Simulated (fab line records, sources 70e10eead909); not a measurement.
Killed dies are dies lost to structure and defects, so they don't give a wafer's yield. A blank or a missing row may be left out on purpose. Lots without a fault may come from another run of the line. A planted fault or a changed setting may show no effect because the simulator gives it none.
A struck lot beside a sound one | flow nand_harc | 42 steps out of a route of 1159
Sound: wafers L279.3, L279.5, L279.6. Struck: wafers L295.1, L295.3, L295.5. The cause comes at the end.
At each step with rows: each side's tool, then ch and its chambers, then its first start. Under that, the readings that differ: sound wafers | struck wafers | difference of the means | sigmas: that difference in standard deviations of wafers without a fault.
alike: readings whose means differ by less than 2 such deviations, and words and numbers that are the same on both sides. not compared: withheld readings, readings that some wafer has no value for, bounds like >300 that may hide the same value, and numbers for which the record gives no deviation and whose values overlap.
The two part at a step that has a row with sigmas, a row that says differs or no value, or rows on one side only. Numbers that don't overlap but have no deviation are shown without sigmas and don't part them. A reading that every wafer of one side lacks parts them only if that side has two wafers or more.

first, 2 steps without rows for these wafers: NHARC_A_CONTACT_DESCUM_47 (chemistry O2, time 3 s); NHARC_A_CONTACT_ETCH_48 (etches the open film in CF4, target depth 39 nm, time 65 s).
NHARC_A_CONTACT_ETCH_49: etches the open film in N2/H2, target depth 260 nm, time 475.3 s.
  sound on rie_diel-03 ch 0,2,3; struck on rie_diel-10 ch 0,1,2
  alike: drypump_motor_current_A, oes_product_au, rf_vpp_V, showerhead_plenum_p_Torr, throttle_valve_pct
  not compared: rf_hours_counter_h
then, 6 steps without rows for these wafers: NHARC_A_CONTACT_ETCH_50 (etches the open film in CF4/CHF3, target depth 84.7 nm, time 42.4 s); NHARC_A_CONTACT_ETCH_51 (etches the open film in O2/COS, target depth 3600 nm, time 936 s); NHARC_A_CONTACT_ETCH_111 (etches the open film in C4F8/O2/Ar, time 140 s, target depth 700 nm); NHARC_A_CONTACT_ETCH_112 (etches the open film in C4F8/O2/Ar, time 94 s, target depth 922 nm); NHARC_A_CONTACT_ETCH_113 (etches the open film in C4F8/O2/Ar, time 94 s, target depth 922 nm); NHARC_A_CONTACT_ETCH_114 (etches the open film in C4F8/O2/Ar, time 94 s, target depth 922 nm).
NHARC_A_CONTACT_ETCH_115: etches the open film in C4F8/O2/Ar, time 94 s, target depth 922 nm.
  sound on har_cap_etch-03 ch 0,1, day 16 07:17; struck on har_cap_etch-03 ch 0,1, day 20 11:27
  not compared: rf_hours_counter_h
then, 1 step without rows for these wafers: NHARC_A_CONTACT_ETCH_116 (etches the open film in C4F8/O2/Ar, time 94 s, target depth 922 nm).
NHARC_A_CONTACT_ETCH_117: etches the open film in C4F8/O2/Ar, time 94 s, target depth 922 nm.
  sound on har_cap_etch-03 ch 0,1, day 16 07:28; struck on har_cap_etch-03 ch 0,1, day 20 11:38
  not compared: rf_hours_counter_h
then, 3 steps without rows for these wafers: NHARC_A_CONTACT_ETCH_118 (etches the open film in C4F8/O2/Ar, time 94 s, target depth 922 nm); NHARC_A_CONTACT_ETCH_119 (etches the open film in C4F8/O2/Ar, time 94 s, target depth 922 nm); NHARC_A_CONTACT_ETCH_120 (etches the open film in C4F8/O2/Ar, time 94 s, target depth 922 nm).
NHARC_A_CONTACT_ETCH_121: etches the open film in C4F8/O2/Ar, time 94 s, target depth 922 nm.
  sound on har_cap_etch-03 ch 0,1, day 16 07:50; struck on har_cap_etch-03 ch 0,1, day 20 12:00
  not compared: rf_hours_counter_h
then, 4 steps without rows for these wafers: NHARC_A_CONTACT_ETCH_122 (etches the open film in C4F8/O2/Ar, time 95 s, target depth 930 nm); NHARC_A_CONTACT_ETCH_123 (etches the open film in C4F8/O2/Ar, time 253 s, target depth 1090 nm); NHARC_A_CONTACT_ETCH_90 (etches the open film in CH3F/O2, target depth 40 nm, time 85.7 s); NHARC_A_CONTACT_ETCH_96 (etches the open film in C4F6/O2, target depth 20 nm, time 10 s).
NHARC_A_CONTACT_CD_MEAS_53:
  sound on cd_sem-03, day 16 08:47; struck on cd_sem-01, day 20 12:59
  alike: cd_nm
then, 3 steps without rows for these wafers: NHARC_A_CONTACT_STRIP_99 (strips in N2/H2); NHARC_A_CONTACT_STRIP_100 (strips in CF4/CHF3); NHARC_A_CONTACT_STRIP_101 (strips in O2/COS).
NHARC_A_CONTACT_ETCH_102: etches the open film in CF4/O2, target depth 70 nm, overetch 7 nm, time 38.5 s.
  sound on rie_diel-03 ch 1,2,3, day 16 09:06; struck on rie_diel-03 ch 1,2,3, day 20 13:17
  alike: drypump_motor_current_A, oes_product_au, rf_vpp_V, showerhead_plenum_p_Torr, throttle_valve_pct
  not compared: rf_hours_counter_h
then, 2 steps without rows for these wafers: NHARC_A_CONTACT_STRIP_55 (strips in O2); NHARC_A_CONTACT_STRIP_56 (strips in post etch residue remover, time 600 s).
NHARC_A_CONTACT_DEP_57: deposits aC, target thk 2800 nm.
  sound on acl_dep-03 ch 0, day 16 11:50; struck on acl_dep-02 ch 0, day 20 14:27
  alike: susceptor_temp_C, throttle_valve_pct
then, 11 steps without rows for these wafers: NHARC_A_CONTACT_DEP_58 (deposits SiON, target thk 60 nm); NHARC_A_CONTACT_DEHYDRATE_59 (time 120 s); NHARC_A_CONTACT_HMDS_60 (time 30 s); NHARC_A_CONTACT_COAT_61 (time 75 s); NHARC_A_CONTACT_COAT_62 (time 65 s); NHARC_A_CONTACT_COAT_63 (resist thk 90 nm); NHARC_A_CONTACT_SOFTBAKE_64 (time 55 s); NHARC_A_CONTACT_EBR_65; NHARC_A_CONTACT_EXPOSE_66 (exposes mask A CC 2); NHARC_A_CONTACT_PEB_67 (peb time 65 s); NHARC_A_CONTACT_DEVELOP_68 (develop time 35 s).
NHARC_A_CONTACT_CD_MEAS_69: target cd 200 nm.
  sound on cd_sem-02 ch 0, day 16 13:44; struck on cd_sem-01 ch 0, day 20 16:53
  alike: cd_nm
NHARC_A_CONTACT_OVL_MEAS_70:
  sound on overlay-02, day 16 13:49; struck on overlay-01, day 20 16:59
  alike: overlay_x_nm, overlay_y_nm
-- the record jumps here: 3 days lie between the struck wafers' starts before and after (it left off in module A_CONTACT and takes up again in module END, whose first step shown is number 1159 of the route) --
NHARC_END_SORT_01:
  sound on prober-02 ch 0, day 19 11:20; struck on prober-01 ch 0, day 23 13:24
  reading             | sound    | struck     | difference | sigmas
  killed_at_periphery | 1 4 4    | 97 63 101  | +84        | +38
  killed_dies         | 26 30 31 | 126 91 128 | +86        | +10
  alike: killed_at_array, killed_at_other, killed_open, killed_short

WHERE THEY PART
Only at NHARC_END_SORT_01, within this record.

WHY: what the simulator had put in
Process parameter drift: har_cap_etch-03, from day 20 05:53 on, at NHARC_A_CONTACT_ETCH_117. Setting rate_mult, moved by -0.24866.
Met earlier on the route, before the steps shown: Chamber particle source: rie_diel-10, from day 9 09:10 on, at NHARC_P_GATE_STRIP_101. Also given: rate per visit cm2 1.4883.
